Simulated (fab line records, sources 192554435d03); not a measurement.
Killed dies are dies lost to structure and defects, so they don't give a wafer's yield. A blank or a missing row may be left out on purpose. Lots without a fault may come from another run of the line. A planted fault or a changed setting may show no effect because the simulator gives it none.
Chamber matching | flow n5_finfet | N5_BEOL_M3_STRIP_36 on rie_diel-04: 4 sister chambers
The step strips in N2/H2. 8 wafers are shown with their chamber, then 7 later ones without.

WAFERS WITH THEIR CHAMBER
wafer  | chamber | throttle_valve_pct (%) | showerhead_plenum_p_Torr (Torr)
L082.1 | 2       | 23.16                  | 2.43
L082.4 | 3       | 23.91                  | 2.51
L082.6 | 1       | 23.88                  | 2.47
L086.2 | 2       | 23.18                  | 2.42
L086.3 | 0       | 24.08                  | 2.51
L086.4 | 0       | 24.08                  | 2.51
L089.1 | 1       | 23.90                  | 2.46
L089.3 | 3       | 23.95                  | 2.51

WAFERS WITHOUT THEIR CHAMBER
wafer  | throttle_valve_pct (%) | showerhead_plenum_p_Torr (Torr)
L089.4 | 23.24                  | 2.42
L091.3 | 23.21                  | 2.42
L091.4 | 23.89                  | 2.46
L091.5 | 23.20                  | 2.42
L090.1 | 23.94                  | 2.51
L090.2 | 23.22                  | 2.42
L090.6 | 23.89                  | 2.46

WHICH CHAMBER EACH WENT THROUGH
wafer  | from the rows above | in truth
L089.4 | 2                   | 2
L091.3 | 2                   | 2
L091.4 | 1                   | 1
L091.5 | 2                   | 2
L090.1 | 3                   | 3
L090.2 | 2                   | 2
L090.6 | 1                   | 1
Placed correctly: 7 of 7. Can't be placed from these rows: 0. Placed wrongly: 0.
How it was worked out, from the rows above alone: a wafer's distance from a chamber is the root of the sum, over the readings, of the square of ((its reading less the chamber's mean) divided by the reading's scatter). The wafer belongs to the nearest chamber; if the next one is less than 2 further off, it can't be placed. A chamber's mean is the mean of its shown wafers. The scatter: the root of (the sum of the squares of (reading less its chamber's mean) over the shown wafers, divided by (wafers less chambers)).
